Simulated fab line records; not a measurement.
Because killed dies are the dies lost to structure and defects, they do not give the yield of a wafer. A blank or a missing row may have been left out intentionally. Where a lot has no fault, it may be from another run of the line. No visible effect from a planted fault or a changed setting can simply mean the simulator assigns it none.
Matching of chambers -- flow nandHarc -- 4 sister chambers for NHARC_A_STAIRCASE_ALD_420 on aldHk-01
The step deposits SiO2, target thk 20 nm, pulse time 6 s, ald cycles 200. 8 wafers are shown with their chamber, then 10 later ones without.

WAFERS, EACH WITH ITS CHAMBER
wafer,chamber,heaterPowerW (W),precursorPulseHeightRel
L081.3,1,444,0.996
L085.2,0,450,1.005
L085.3,2,458,1.015
L091.1,2,470,0.999
L091.3,3,465,1.016
L091.4,1,453,0.979
L096.2,0,451,0.993
L096.3,3,472,0.981

WAFERS WITHOUT THEIR CHAMBER
wafer,heaterPowerW (W),precursorPulseHeightRel
L096.4,454,0.984
L096.1,466,0.980
L096.5,458,0.986
L096.6,450,0.999
L097.2,453,0.986
L097.3,462,0.995
L097.6,443,1.005
L097.1,448,1.011
L097.4,466,1.008
L097.5,456,1.020

EACH ONE'S CHAMBER
wafer,from the rows above,in truth
L096.4,can't be placed: 1 or 0 or 2 or 3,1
L096.1,can't be placed: 3 or 2 or 0 or 1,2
L096.5,can't be placed: 0 or 1 or 2 or 3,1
L096.6,can't be placed: 0 or 1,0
L097.2,can't be placed: 1 or 0 or 2 or 3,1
L097.3,can't be placed: 2 or 3 or 0 or 1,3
L097.6,can't be placed: 0 or 1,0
L097.1,can't be placed: 0 or 1 or 2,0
L097.4,can't be placed: 2 or 3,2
L097.5,can't be placed: 2 or 0 or 1 or 3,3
Correct placement for 0 of the 10. From these rows, 10 cannot be placed; in 10 the true chamber is one of the candidates. Wrongly placed: 0.
How it was worked out, from the rows above alone: a wafer's distance from a chamber is the root of the sum, over the readings, of the square of ((its reading less the chamber's mean) divided by the reading's scatter). If the next closest chamber is less than 2 further off than the closest, the wafer can't be placed; otherwise it belongs to the closest. For every chamber, the mean is computed from those of its wafers that are shown. How the scatter is found: for the shown wafers, subtract from each reading the mean of its chamber, square and add these, divide the total by (wafers less chambers), then take the root.
